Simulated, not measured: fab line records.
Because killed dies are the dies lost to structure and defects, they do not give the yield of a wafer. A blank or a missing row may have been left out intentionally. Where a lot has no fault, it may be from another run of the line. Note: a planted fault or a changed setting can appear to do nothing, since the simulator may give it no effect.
fab line records	flow nand-harc
[record] lots = 12	wafers = 36	last-day = 25
route steps=1159 shown P_STI@87 P_GATE@119 END@1159
lots that met no fault: taken from a fault-free run of the same line
start-h: hours from the record's first day to the start of the lot's first wafer shown	wait-h: hours since the lot's step before	" repeats the value in the row above	L1.1+2: a single row standing in for several wafers	- value missing, or start not given	* or withheld: withheld	< > ~ a bound
route shown NAME@n: a module of which the file shows steps, and the number in the route of the first	usual: the fault-free wafers' mean and standard deviation	same: alike in all rows	chamber/n: place in a boat	sites: per-site readings	_std_site: the standard deviation of these	_edge_site: outer sites' mean less inner sites'	radius-mm: how far each site lies from the wafer's centre	mask NAME#n: copy n	behind: tool/chamber where the wafer was last shaped	hold: reason for holding the lot/hours on hold/outcome of the hold	device: the n, p or np transistor that did not switch	end of line: the tests these same wafers got at the end of their route	a step given without rows: its recipe and nothing more	killed: not the wafer's yield, but the dies lost to structure and defects at the first sort	map: a wafer's dies, x killed, . not, _ none there
set.NAME: the setting the step ran with; set.NAME@STEP: the setting that earlier step ran with	model.NAME: the simulator's own value behind a step, which no gauge read
one table for each step of the route and one row for each wafer, over a sample of lots
services: when a tool's chamber went out of use (start-h, in hours from the record's first day, below 0 if earlier), for how many hours, and the reason
[[steps]]
[step NHARC_P_STI_DESCUM_14]
[recipe] time-s = 3	o2-flow-sccm = 200	ar-flow-sccm = 0	bias-power-w = 0	chemistry = O2
[usual] drypump-motor-current-A = 5.6/0.54	oes-product-au = 0.996/0.013	rf-vpp-V = 57.8/0.84	showerhead-plenum-p-Torr = 1.91/0.08	throttle-valve-pct = 11.312/0.0088
[same] bias-power-w = 0
lot.wafer	tool	chamber	start-h	wait-h	drypump-motor-current-A	oes-product-au	rf-hours-counter-h	rf-vpp-V	showerhead-plenum-p-Torr	throttle-valve-pct
L503.1	rie-diel-12	0	50.76	-	5.1	1.007	0.7	58.7	1.98	11.318
L503.3	"	1	"	"	5.2	0.984	0.7	58.1	2.01	11.309
L503.5	"	0	"	"	5.1	1.009	-	59.2	1.98	11.314
L504.2	rie-diel-08	2	50.79	-	5.7	0.989	6.3	58.0	1.84	11.304
L504.1	"	0	"	"	5.8	0.978	5.4	58.9	1.93	11.308
L504.6	"	3	"	"	5.7	1.005	-	57.9	1.93	11.303
L505.4	rie-diel-08	3	61.67	-	5.7	1.005	5.8	58.7	1.93	11.309
L505.3	"	1	"	"	5.7	0.996	5.7	56.6	1.81	11.293
L505.6	"	3	"	"	5.7	1.009	-	58.5	1.93	11.296
L506.3	rie-diel-03	3	61.83	-	6.8	1.008	0.5	58.1	1.84	11.314
L506.2	"	1	"	"	5.4	0.994	0.5	56.7	1.91	11.322
L506.6	"	3	"	"	6.9	1.009	-	56.7	1.84	11.297
L507.3	rie-diel-08	3	71.10	-	5.7	1.000	6.1	58.1	1.93	11.304
L507.4	"	0	"	"	5.8	0.978	5.9	58.7	1.93	11.320
L507.2	"	1	"	"	5.8	0.987	5.9	57.0	1.81	11.308
L509.1	rie-diel-08	2	84.61	-	5.7	0.992	7.2	56.7	1.84	11.299
L509.2	"	3	"	"	5.7	0.996	6.4	57.8	1.93	11.315
L509.5	"	2	"	"	5.7	0.999	-	57.1	1.84	11.312
L511.1	rie-diel-08	0	92.44	-	5.8	0.986	7.0	57.2	1.93	11.305
L511.5	"	1	"	"	5.8	1.006	-	56.4	1.81	11.317
L511.6	"	2	"	"	5.7	0.984	-	58.1	1.84	11.317
L513.1	rie-diel-12	1	105.23	-	5.2	0.997	1.9	58.2	2.01	11.301
L513.3	"	3	"	"	6.2	0.982	2.1	58.8	2.07	11.312
L513.5	"	2	"	"	4.7	1.006	-	57.4	1.90	11.305
L514.1	rie-diel-08	1	114.63	-	5.8	0.982	8.6	56.5	1.81	11.330
L514.3	"	3	"	"	5.7	1.000	9.1	57.6	1.93	11.324
L514.2	"	0	"	"	5.8	0.983	8.5	59.1	1.93	11.297
L519.4	rie-diel-03	3	144.17	-	6.9	1.012	3.7	56.4	1.84	11.324
L519.1	"	1	"	"	5.4	1.002	3.3	57.6	1.91	11.312
L519.3	"	2	"	"	6.0	1.004	3.6	56.8	1.92	11.317
L521.1	rie-diel-08	0	155.22	-	5.8	0.975	1.5	58.5	1.93	11.321
L521.3	"	2	"	"	5.7	0.983	1.4	56.6	1.84	11.312
L521.6	"	0	"	"	5.8	0.973	-	58.4	1.93	11.315
L524.4	rie-diel-08	2	177.33	-	5.7	0.977	2.8	56.9	1.84	11.299
L524.3	"	3	"	"	5.7	0.993	2.5	57.7	1.93	11.298
L524.1	"	0	"	"	5.8	0.968	2.6	58.0	1.93	11.294
[step NHARC_P_STI_OCD_MEAS_43]
[usual] trench-depth-nm = 300/7.2	trench-foot-cd-nm = 157/3.1
lot.wafer	tool	chamber	start-h	wait-h	trench-depth-nm	trench-foot-cd-nm
L503.1	ocd-01	-	51.81	-	301	157
L503.3	"	-	"	"	298	158
L503.5	"	-	"	"	291	156
L504.1	ocd-02	-	52.28	-	308	160
L504.2	"	-	"	"	309	158
L504.6	"	-	"	"	309	159
L505.3	ocd-02	-	62.70	-	289	158
L505.4	"	-	"	"	301	156
L505.6	"	-	"	"	298	151
L506.2	ocd-01	-	62.86	-	303	161
L506.3	"	-	"	"	303	158
L506.6	"	-	"	"	303	152
L507.2	ocd-02	-	72.15	-	305	158
L507.3	"	-	"	"	290	165
L507.4	"	-	"	"	302	160
L509.1	ocd-01	-	85.65	-	304	157
L509.2	"	-	"	"	298	156
L509.5	"	-	"	"	305	154
L511.1	ocd-01	-	93.46	-	310	152
L511.5	"	-	"	"	300	158
L511.6	"	-	"	"	307	155
L513.1	ocd-01	-	106.27	-	293	157
L513.3	"	-	"	"	304	158
L513.5	"	-	"	"	298	159
L514.1	ocd-02	-	115.67	-	286	158
L514.2	"	-	"	"	294	162
L514.3	"	-	"	"	298	159
L519.1	ocd-02	-	145.20	-	310	158
L519.3	"	-	"	"	301	161
L519.4	"	-	"	"	300	152
L521.1	ocd-02	-	156.25	-	301	160
L521.3	"	-	"	"	301	156
L521.6	"	-	"	"	305	153
L524.1	ocd-01	-	178.38	-	302	153
L524.3	"	-	"	"	295	154
L524.4	"	-	"	"	295	156
[step NHARC_P_GATE_EXPOSE_08]
[recipe] na = 0.6	dose-mj = 16.75	mask-id = P_HV
lot.wafer	tool	chamber	start-h	wait-h	mask
L503.1+3+5	krf-scanner-01	0	93.29	-	P_HV#0
L504.1+2+6	krf-scanner-02	0	93.45	-	P_HV#0
L506.2+3+6	krf-scanner-03	0	98.90	-	P_HV#0
L505.3+4+6	krf-scanner-02	0	99.06	-	P_HV#0
L507.2+3+4	krf-scanner-03	0	111.52	-	P_HV#0
L509.1+2+5	krf-scanner-01	0	123.51	-	P_HV#0
L511.1+5+6	krf-scanner-01	0	132.97	-	P_NSD#0
L513.1+3+5	krf-scanner-01	0	151.94	-	P_HV#0
L514.1+2+3	krf-scanner-01	0	152.01	-	P_HV#0
L519.1+3+4	krf-scanner-02	0	177.55	-	P_HV#0
L521.1+3+6	krf-scanner-01	0	188.85	-	P_HV#0
L524.1+3+4	krf-scanner-03	0	213.39	-	P_HV#0
[step NHARC_P_GATE_CD_MEAS_11]
[recipe] target-cd-nm = 1640	landing-energy-ev = 500
[usual] cd-nm = 1639.7/2.3
lot.wafer	tool	chamber	start-h	wait-h	cd-nm
L503.1	cd-sem-02	0	93.44	-	1635.4
L503.3	"	0	"	"	1635.9
L503.5	"	0	"	"	1637.1
L504.1	cd-sem-03	0	93.61	-	1637.3
L504.2	"	0	"	"	1638.2
L504.6	"	0	"	"	1638.7
L506.2	cd-sem-03	0	99.05	-	1638.0
L506.3	"	0	"	"	1637.1
L506.6	"	0	"	"	1638.8
L505.3	cd-sem-01	0	99.22	-	1639.9
L505.4	"	0	"	"	1640.0
L505.6	"	0	"	"	1638.9
L507.2	cd-sem-01	0	111.68	-	1643.8
L507.3	"	0	"	"	1643.2
L507.4	"	0	"	"	1642.5
L509.1	cd-sem-02	0	123.67	-	1640.4
L509.2	"	0	"	"	1637.2
L509.5	"	0	"	"	1640.0
L511.1	cd-sem-02	0	133.13	-	-
L511.5	"	0	"	"	-
L511.6	"	0	"	"	-
L513.1	cd-sem-01	0	152.09	-	1642.3
L513.3	"	0	"	"	1638.2
L513.5	"	0	"	"	1635.8
L514.1	cd-sem-02	0	152.17	-	1639.5
L514.2	"	0	"	"	1640.1
L514.3	"	0	"	"	1640.7
L519.1	cd-sem-01	0	177.71	-	1642.1
L519.3	"	0	"	"	1638.0
L519.4	"	0	"	"	1640.5
L521.1	cd-sem-03	0	189.01	-	1639.1
L521.3	"	0	"	"	1637.9
L521.6	"	0	"	"	1637.7
L524.1	cd-sem-03	0	213.55	-	1641.3
L524.3	"	0	"	"	1641.9
L524.4	"	0	"	"	1639.9
[step NHARC_P_GATE_DESCUM_13]
[recipe] time-s = 3	o2-flow-sccm = 200	ar-flow-sccm = 0	bias-power-w = 0	chemistry = O2
[usual] drypump-motor-current-A = 5.7/0.42	oes-product-au = 1.001/0.015	rf-vpp-V = 57.9/0.95	showerhead-plenum-p-Torr = 1.93/0.067	throttle-valve-pct = 11.312/0.0093
[same] bias-power-w = 0
lot.wafer	tool	chamber	start-h	wait-h	drypump-motor-current-A	oes-product-au	rf-hours-counter-h	rf-vpp-V	showerhead-plenum-p-Torr	throttle-valve-pct
L503.1	rie-diel-13	2	93.62	-	5.8	1.010	28	57.4	1.91	11.294
L503.3	"	0	"	"	5.6	0.985	26	57.6	1.78	11.327
L503.5	"	2	"	"	5.9	1.006	-	58.3	1.91	11.293
L504.1	rie-diel-06	2	93.79	-	5.9	0.979	8	57.7	1.91	11.309
L504.2	"	0	"	"	5.7	0.977	8	59.7	1.93	11.322
L504.6	"	2	"	"	5.9	0.977	-	59.3	1.91	11.314
L506.2	rie-diel-06	1	99.28	-	5.1	0.998	7	58.3	1.91	11.312
L506.3	"	3	"	"	6.4	0.984	10	58.6	1.90	11.314
L506.6	"	1	"	"	5.1	0.988	-	57.6	1.91	11.328
L505.3	rie-diel-06	2	99.38	-	5.9	0.976	9	56.9	1.91	11.320
L505.4	"	0	"	"	5.6	0.967	8	58.3	1.93	11.299
L505.6	"	2	"	"	5.9	0.987	-	58.2	1.91	11.302
L507.2	rie-diel-01	2	111.85	-	5.2	1.025	54	59.9	1.99	11.319
L507.3	"	0	"	"	5.8	1.014	53	58.4	2.00	11.321
L507.4	"	1	"	"	5.0	1.016	53	57.8	1.89	11.318
L509.1	rie-diel-01	3	123.83	-	6.6	1.009	45	57.9	2.02	11.316
L509.2	"	0	"	"	5.8	1.020	57	58.9	2.00	11.306
L509.5	"	0	"	"	5.8	1.022	-	57.6	2.00	11.301
L511.1	rie-diel-13	3	133.32	-	5.8	1.001	3	57.1	1.95	11.321
L511.5	"	3	"	"	5.8	1.002	-	57.6	1.95	11.306
L511.6	"	0	"	"	5.7	1.002	-	57.3	1.78	11.307
L513.3	rie-diel-06	2	152.28	-	5.9	0.988	25	58.2	1.91	11.321
L513.1	"	0	"	"	5.6	0.973	23	59.1	1.93	11.322
L513.5	"	3	"	"	6.4	0.992	-	58.0	1.90	11.311
L514.2	rie-diel-01	0	152.37	-	5.8	0.984	3	60.0	2.00	11.312
L514.1	"	2	"	"	5.2	1.017	2	57.6	1.98	11.321
L514.3	"	3	"	"	6.6	1.000	3	58.6	2.02	11.320
L519.3	rie-diel-13	1	177.89	-	5.5	1.008	12	57.5	2.01	11.308
L519.1	"	2	"	"	5.9	1.011	10	56.5	1.90	11.331
L519.4	"	2	"	"	5.9	0.997	-	57.0	1.90	11.319
L521.3	rie-diel-01	2	189.17	-	5.2	1.018	19	59.0	1.98	11.307
L521.1	"	1	"	"	5.0	1.020	18	58.2	1.88	11.322
L521.6	"	2	"	"	5.1	1.015	-	59.6	1.98	11.311
L524.1	rie-diel-13	2	213.78	-	5.8	0.996	18	56.8	1.90	11.294
L524.3	"	3	"	"	5.8	0.992	16	57.3	1.94	11.313
L524.4	"	0	"	"	5.7	0.985	12	56.7	1.78	11.311
[step NHARC_END_SORT_01]
[recipe] temp-c = 25
[usual] killed-at-array = 29/10	killed-at-other = 0.7/1.1	killed-at-periphery = 3.3/2.4	killed-dies = 33/11	killed-open = 3.3/2	killed-short = 1.9/1.3
[same] gross-dies = 677
lot.wafer	tool	chamber	start-h	wait-h	killed-at-array	killed-at-other	killed-at-periphery	killed-dies	killed-open	killed-short
L504.1	prober-01	0	445.51	2.5	21	0	4	25	2	4
L504.2	prober-01	0	446.31	2.8	26	0	2	28	4	5
L504.6	prober-01	0	449.50	4.0	18	0	2	20	2	1
L503.1	prober-02	0	453.30	2.5	27	1	2	30	3	3
L503.3	prober-02	0	454.88	3.1	27	0	2	29	5	1
L503.5	prober-02	0	456.45	3.7	28	0	5	33	2	4
L506.2	prober-01	0	454.12	2.8	29	0	3	32	6	3
L506.3	prober-01	0	454.93	3.1	22	0	3	25	3	3
L506.6	prober-01	0	457.36	4.0	31	0	3	34	3	3
L505.3	prober-02	0	473.59	3.1	8	1	3	12	5	0
L505.4	prober-02	0	474.41	3.4	15	1	0	16	3	1
L505.6	prober-02	0	476.03	4.1	11	2	3	16	5	1
L507.2	prober-01	0	498.87	2.8	25	1	5	31	4	3
L507.3	prober-01	0	499.68	3.1	25	1	0	26	1	1
L507.4	prober-01	0	500.48	3.4	31	0	2	33	1	0
L511.1	prober-01	0	505.89	2.5	30	0	647	677	2	3
L511.5	prober-01	0	509.10	3.7	30	0	647	677	4	2
L511.6	prober-01	0	509.91	4.0	27	0	650	677	1	1
L509.1	prober-02	0	505.97	2.5	33	1	4	38	4	2
L509.2	prober-02	0	506.75	2.8	29	0	2	31	5	2
L509.5	prober-02	0	509.11	3.6	26	1	3	30	2	1
L514.1	prober-02	0	540.65	2.5	35	2	5	42	4	4
L514.2	prober-02	0	541.45	2.8	29	1	12	42	1	1
L514.3	prober-02	0	542.24	3.1	26	0	4	30	3	0
L513.1	prober-01	0	540.71	2.5	32	3	8	43	4	2
L513.3	prober-01	0	542.29	3.1	35	5	6	46	3	2
L513.5	prober-01	0	543.88	3.7	29	1	5	35	3	2
L519.1	prober-01	0	566.62	2.5	33	0	6	39	1	1
L519.3	prober-01	0	568.21	3.1	32	0	5	37	2	1
L519.4	prober-01	0	569.01	3.4	29	1	0	30	2	1
L521.1	prober-02	0	573.30	2.5	29	0	1	30	1	0
L521.3	prober-02	0	574.91	3.1	29	1	4	34	3	3
L521.6	prober-02	0	577.31	4.0	39	0	1	40	3	4
L524.1	prober-01	0	592.75	2.5	35	0	1	36	3	1
L524.3	prober-01	0	594.37	3.1	30	0	6	36	4	3
L524.4	prober-01	0	595.18	3.4	38	0	1	39	2	2
// killed by level:class
L504.1 A_SLIT:chamber-film-flake=9 A_CHANNEL_FILL_D1:chamber-film-flake=3 A_M0:geometric-particle:short=2 P_GATE:chamber-film-flake=2 A_CHANNEL_HOLE_D1:chamber-film-flake=2 P_M1:geometric-particle:short=1 A_SGD_CUT:geometric-particle:open=1 A_WL_FILL:geometric-particle:open=1
L504.2 A_SLIT:chamber-film-flake=13 A_BLC:geometric-particle:short=2 A_CHANNEL_HOLE_D1:chamber-film-flake=2 A_SOURCE_PLATE:geometric-particle:short=1 A_ONON_D1:geometric-particle:short=1 A_CHANNEL_FILL_D1:geometric-particle:short=1 A_WL_FILL:geometric-particle:open=1 A_CONTACT:geometric-particle:open=1
L504.6 A_SLIT:chamber-film-flake=8 A_CHANNEL_FILL_D1:chamber-film-flake=4 A_CONTACT:chamber-film-flake=3 P_CONTACT:geometric-particle:open=1 A_SGD_CUT:geometric-particle:open=1 A_M0:geometric-particle:short=1 P_GATE:chamber-film-flake=1 A_STAIRCASE:chamber-film-flake=1
L503.1 A_CHANNEL_HOLE_D1:chamber-film-flake=15 A_STAIRCASE:chamber-film-flake=4 A_CONTACT:chamber-film-flake=2 A_CHANNEL_HOLE_D1:geometric-particle:short=1 A_CHANNEL_FILL_D1:geometric-particle:open=1 A_WL_FILL:geometric-particle:short=1 A_CONTACT:geometric-particle:open=1 A_CONTACT:geometric-particle:short=1
L506.2 A_CHANNEL_HOLE_D1:chamber-film-flake=20 A_ONON_D1:geometric-particle:open=2 A_ONON_D1:geometric-particle:short=2 A_STAIRCASE:chamber-film-flake=2 P_ZERO_WELL:geometric-particle:open=1 P_GATE:geometric-particle:open=1 P_GATE:geometric-particle:short=1 A_CHANNEL_FILL_D1:geometric-particle:open=1
L503.3 A_CHANNEL_HOLE_D1:chamber-film-flake=15 A_STAIRCASE:chamber-film-flake=4 A_CONTACT:geometric-particle:open=3 A_SLIT:chamber-film-flake=2 P_M0:geometric-particle:open=1 A_CHANNEL_FILL_D1:geometric-particle:short=1 A_WL_FILL:geometric-particle:open=1 P_BONDPAD:chamber-film-flake=1
L506.3 A_CHANNEL_HOLE_D1:chamber-film-flake=12 A_STAIRCASE:chamber-film-flake=4 P_M0:geometric-particle:short=1 P_M0:geometric-particle:open=1 A_SGD_CUT:geometric-particle:open=1 A_WL_FILL:geometric-particle:open=1 A_WL_FILL:geometric-particle:short=1 A_M0:geometric-particle:short=1
L503.5 A_CHANNEL_HOLE_D1:chamber-film-flake=17 A_STAIRCASE:chamber-film-flake=4 P_M1:chamber-film-flake=2 P_GATE:geometric-particle:open=1 P_CONTACT:geometric-particle:short=1 P_M0:geometric-particle:short=1 A_CHANNEL_HOLE_D1:geometric-particle:short=1 A_CHANNEL_FILL_D1:geometric-particle:short=1
L506.6 A_CHANNEL_HOLE_D1:chamber-film-flake=20 A_STAIRCASE:chamber-film-flake=5 P_GATE:geometric-particle:open=2 A_WL_FILL:chamber-film-flake=2 P_GATE:geometric-particle:short=1 A_SOURCE_PLATE:geometric-particle:short=1 A_CHANNEL_FILL_D1:geometric-particle:open=1 A_CHANNEL_FILL_D1:geometric-particle:short=1
L505.3 A_CHANNEL_HOLE_D1:chamber-film-flake=3 A_CONTACT:chamber-film-flake=2 P_CONTACT:geometric-particle:open=1 P_M0:geometric-particle:open=1 A_WL_FILL:geometric-particle:open=1 A_CONTACT:geometric-particle:open=1 A_M1:geometric-particle:open=1 P_GATE:chamber-film-flake=1
L505.4 A_CHANNEL_HOLE_D1:chamber-film-flake=3 A_CONTACT:chamber-film-flake=3 A_BLC:chamber-film-flake=2 A_ONON_D1:geometric-particle:open=1 A_CHANNEL_FILL_D1:geometric-particle:open=1 A_CONTACT:geometric-particle:short=1 A_BLC:geometric-particle:open=1 A_ZERO_WELL:chamber-film-flake=1
L505.6 A_CONTACT:chamber-film-flake=4 A_CONTACT:geometric-particle:open=3 THIN_TSV:chamber-film-flake=2 P_M1:geometric-particle:short=1 A_SGD_CUT:geometric-particle:open=1 A_M1:geometric-particle:open=1 P_GATE:chamber-film-flake=1 P_M1:chamber-film-flake=1
L507.2 A_SLIT:chamber-film-flake=13 A_CHANNEL_HOLE_D1:chamber-film-flake=4 A_STAIRCASE:chamber-film-flake=2 A_BONDPAD:chamber-film-flake=2 P_GATE:geometric-particle:open=1 P_M1:geometric-particle:open=1 A_ONON_D1:geometric-particle:short=1 A_CHANNEL_FILL_D1:geometric-particle:short=1
L507.3 A_SLIT:chamber-film-flake=17 A_STAIRCASE:chamber-film-flake=3 A_CONTACT:chamber-film-flake=2 A_SGD_CUT:geometric-particle:short=1 A_M1:geometric-particle:open=1 A_CHANNEL_FILL_D1:chamber-film-flake=1 THIN_TSV:chamber-film-flake=1
L507.4 A_SLIT:chamber-film-flake=18 A_CHANNEL_FILL_D1:chamber-film-flake=5 A_CHANNEL_HOLE_D1:chamber-film-flake=4 P_ZERO_WELL:chamber-film-flake=2 A_STAIRCASE:chamber-film-flake=2 A_CHANNEL_FILL_D1:geometric-particle:open=1 A_CONTACT:chamber-film-flake=1
L511.1 P_GATE:area-expose=646 A_CHANNEL_HOLE_D1:chamber-film-flake=18 A_STAIRCASE:chamber-film-flake=6 A_WL_FILL:geometric-particle:short=2 A_SGD_CUT:geometric-particle:open=1 A_BLC:geometric-particle:short=1 A_M1:geometric-particle:open=1 P_GATE:chamber-film-flake=1
L509.1 A_CHANNEL_HOLE_D1:chamber-film-flake=20 A_STAIRCASE:chamber-film-flake=4 A_CONTACT:chamber-film-flake=3 P_STI:chamber-film-flake=2 P_CONTACT:geometric-particle:open=1 A_CHANNEL_HOLE_D1:geometric-particle:open=1 A_M0:geometric-particle:open=1 A_M0:geometric-particle:short=1
L509.2 A_CHANNEL_HOLE_D1:chamber-film-flake=19 A_CONTACT:chamber-film-flake=4 P_GATE:geometric-particle:open=1 P_M0:geometric-particle:open=1 A_CHANNEL_FILL_D1:geometric-particle:open=1 A_WL_FILL:geometric-particle:open=1 A_WL_FILL:geometric-particle:short=1 A_CONTACT:geometric-particle:open=1
L511.5 P_GATE:area-expose=645 A_CHANNEL_HOLE_D1:chamber-film-flake=19 A_STAIRCASE:chamber-film-flake=3 A_CONTACT:chamber-film-flake=3 P_CONTACT:geometric-particle:open=1 P_M0:geometric-particle:short=1 A_ONON_D1:geometric-particle:short=1 A_ONON_D1:geometric-particle:open=1
L509.5 A_CHANNEL_HOLE_D1:chamber-film-flake=18 A_CONTACT:chamber-film-flake=5 A_STAIRCASE:chamber-film-flake=2 P_GATE:geometric-particle:open=1 P_CONTACT:geometric-particle:open=1 A_ONON_D1:geometric-particle:short=1 P_STI:chamber-film-flake=1 HYBRID_BOND:chamber-film-flake=1
L511.6 P_GATE:area-expose=650 A_CHANNEL_HOLE_D1:chamber-film-flake=19 A_STAIRCASE:chamber-film-flake=4 A_CONTACT:chamber-film-flake=2 A_CHANNEL_FILL_D1:geometric-particle:short=1 A_CONTACT:geometric-particle:open=1
L514.1 A_CHANNEL_HOLE_D1:chamber-film-flake=19 A_ZERO_WELL:chamber-film-flake=4 A_CONTACT:chamber-film-flake=3 A_STAIRCASE:chamber-film-flake=3 THIN_TSV:chamber-film-flake=2 P_CONTACT:geometric-particle:short=1 P_M2:geometric-particle:short=1 A_SOURCE_PLATE:geometric-particle:open=1
L513.1 A_SLIT:chamber-film-flake=9 A_CHANNEL_HOLE_D1:chamber-film-flake=7 P_CONTACT:chamber-film-flake=6 A_STAIRCASE:chamber-film-flake=5 A_CONTACT:chamber-film-flake=5 THIN_TSV:chamber-film-flake=3 A_CONTACT:geometric-particle:open=2 A_SOURCE_PLATE:geometric-particle:open=1
L514.2 A_CHANNEL_HOLE_D1:chamber-film-flake=22 P_GATE:chamber-film-flake=6 A_CONTACT:chamber-film-flake=4 P_M1:chamber-film-flake=2 A_STAIRCASE:chamber-film-flake=2 P_GATE:geometric-particle:open=1 P_GATE:geometric-particle:short=1 P_ZERO_WELL:chamber-film-flake=1
L514.3 A_CHANNEL_HOLE_D1:chamber-film-flake=21 A_CONTACT:chamber-film-flake=2 P_CONTACT:geometric-particle:open=1 P_M0:geometric-particle:open=1 A_WL_FILL:geometric-particle:open=1 P_GATE:chamber-film-flake=1 P_M1:chamber-film-flake=1 A_ZERO_WELL:chamber-film-flake=1
L513.3 A_SLIT:chamber-film-flake=17 A_CONTACT:chamber-film-flake=7 A_STAIRCASE:chamber-film-flake=6 P_CONTACT:chamber-film-flake=5 THIN_TSV:chamber-film-flake=4 A_CHANNEL_HOLE_D1:chamber-film-flake=2 P_CONTACT:geometric-particle:open=1 A_WL_FILL:geometric-particle:short=1
L513.5 A_SLIT:chamber-film-flake=10 A_CONTACT:chamber-film-flake=10 P_CONTACT:chamber-film-flake=3 A_STAIRCASE:chamber-film-flake=3 A_CHANNEL_HOLE_D1:chamber-film-flake=2 P_STI:geometric-particle:open=1 A_CHANNEL_FILL_D1:geometric-particle:open=1 A_CHANNEL_FILL_D1:geometric-particle:short=1
L519.1 A_CHANNEL_HOLE_D1:chamber-film-flake=28 P_ZERO_WELL:chamber-film-flake=4 P_GATE:chamber-film-flake=2 A_CONTACT:chamber-film-flake=2 A_CONTACT:geometric-particle:short=1 A_M0:geometric-particle:open=1 A_ZERO_WELL:chamber-film-flake=1
L519.3 A_CHANNEL_HOLE_D1:chamber-film-flake=27 P_ZERO_WELL:chamber-film-flake=4 A_CHANNEL_HOLE_D1:geometric-particle:short=1 A_CHANNEL_FILL_D1:geometric-particle:open=1 A_M0:geometric-particle:open=1 P_GATE:chamber-film-flake=1 A_ZERO_WELL:chamber-film-flake=1 A_STAIRCASE:chamber-film-flake=1
L519.4 A_CHANNEL_HOLE_D1:chamber-film-flake=21 A_CONTACT:chamber-film-flake=4 A_CHANNEL_FILL_D1:geometric-particle:open=1 A_M0:geometric-particle:open=1 STARTING-WAFER:geometric-particle:short=1 A_ZERO_WELL:chamber-film-flake=1 A_STAIRCASE:chamber-film-flake=1
L521.1 A_CHANNEL_HOLE_D1:chamber-film-flake=23 A_CONTACT:chamber-film-flake=2 P_GATE:geometric-particle:open=1 A_ZERO_WELL:chamber-film-flake=1 A_STAIRCASE:chamber-film-flake=1 A_SLIT:chamber-film-flake=1 A_WL_FILL:chamber-film-flake=1
L521.3 A_CHANNEL_HOLE_D1:chamber-film-flake=21 P_M0:geometric-particle:short=2 A_WL_FILL:chamber-film-flake=2 A_CONTACT:chamber-film-flake=2 P_M1:geometric-particle:short=1 A_CHANNEL_FILL_D1:geometric-particle:open=1 A_WL_FILL:geometric-particle:open=1 A_BLC:geometric-particle:open=1
L521.6 A_CHANNEL_HOLE_D1:chamber-film-flake=25 A_CONTACT:chamber-film-flake=6 A_ONON_D1:geometric-particle:short=2 P_M1:geometric-particle:open=1 A_ONON_D1:geometric-particle:open=1 A_STAIRCASE:geometric-particle:short=1 A_SGD_CUT:geometric-particle:short=1 A_BLC:geometric-particle:open=1
L524.1 A_SLIT:chamber-film-flake=16 A_CHANNEL_HOLE_D1:chamber-film-flake=9 A_CONTACT:chamber-film-flake=4 A_CHANNEL_HOLE_D1:geometric-particle:short=1 A_SGD_CUT:geometric-particle:open=1 A_WL_FILL:geometric-particle:open=1 A_CONTACT:geometric-particle:open=1 P_GATE:chamber-film-flake=1
L524.3 A_SLIT:chamber-film-flake=14 A_CHANNEL_HOLE_D1:chamber-film-flake=9 P_CONTACT:geometric-particle:open=2 A_CHANNEL_FILL_D1:chamber-film-flake=2 P_GATE:geometric-particle:short=1 P_M1:geometric-particle:short=1 A_SOURCE_PLATE:geometric-particle:short=1 A_SOURCE_PLATE:geometric-particle:open=1
L524.4 A_SLIT:chamber-film-flake=18 A_CHANNEL_HOLE_D1:chamber-film-flake=8 A_CHANNEL_FILL_D1:chamber-film-flake=3 A_ZERO_WELL:chamber-film-flake=2 A_STAIRCASE:chamber-film-flake=2 A_ONON_D1:geometric-particle:open=1 A_ONON_D1:geometric-particle:short=1 A_CHANNEL_HOLE_D1:geometric-particle:short=1
[[services]]
tool	chamber	start-h	hours	kind
krf-scanner-02	-	38.00	4.0	pm
rie-diel-08	1	42.46	10.0	repair
rie-diel-01	-	43.78	3.3	repair
rie-diel-06	-	64.22	9.0	pm
rie-diel-01	3	73.30	19.1	repair
krf-scanner-01	-	84.00	4.0	pm
rie-diel-13	-	99.03	9.0	pm
rie-diel-13	2	113.36	9.5	repair
krf-scanner-01	-	115.40	1.9	repair
rie-diel-08	2	115.89	8.2	repair
rie-diel-01	2	122.17	4.6	repair
rie-diel-13	3	124.27	5.6	repair
rie-diel-08	-	124.80	9.0	pm
krf-scanner-03	-	125.48	2.1	repair
rie-diel-01	1	132.81	3.8	repair
rie-diel-01	-	137.80	9.0	pm
krf-scanner-02	-	142.97	2.0	repair
rie-diel-08	3	145.91	6.7	repair
rie-diel-13	0	175.66	35.2	repair
rie-diel-08	0	180.76	1.9	repair
rie-diel-13	3	195.00	8.4	repair
rie-diel-06	1	197.92	2.2	repair
rie-diel-06	1	200.69	9.4	repair
rie-diel-06	2	213.47	15.6	repair
[[key]]
[first-sign] step = NHARC_P_GATE_EXPOSE_08	reading = mask	direction = changed
[effect] step = NHARC_P_GATE_CD_MEAS_11	reading = cd-nm	direction = missing
[effect] step = NHARC_END_SORT_01	reading = killed-at-periphery	direction = up	sigmas = 99+	usual = 3.3	struck = 648
[more-kills-born-at] NHARC_P_GATE_EXPOSE_08@krf-scanner-01 = 1941
met-at NHARC_P_GATE_EXPOSE_08
struck-lots L511
later-rows-left-out L511.1,L511.5,L511.6
tester-left-out L511
not-acting-at NHARC_P_STI_DESCUM_14,NHARC_P_STI_OCD_MEAS_43,NHARC_P_GATE_DESCUM_13
onset-between 123.51 132.97
[fault] kind = wrong-mask	tool = any	chamber = -	onset-h = 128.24	steps = NHARC_P_GATE_EXPOSE_08	aux-copy = P_NSD#0	scope = struck-lots-only
// tester-left-out: of these lots the tester's yield and bins aren't shown, on N5 and GAA mostly nor the transistor test; their killed dies are dies lost to structure and defects alone, not to doping, threshold or leakage, so they don't give the yield
// later-rows-left-out: the simulator's readings of these wafers behind a module that went badly wrong aren't trusted and aren't shown, but for the sort
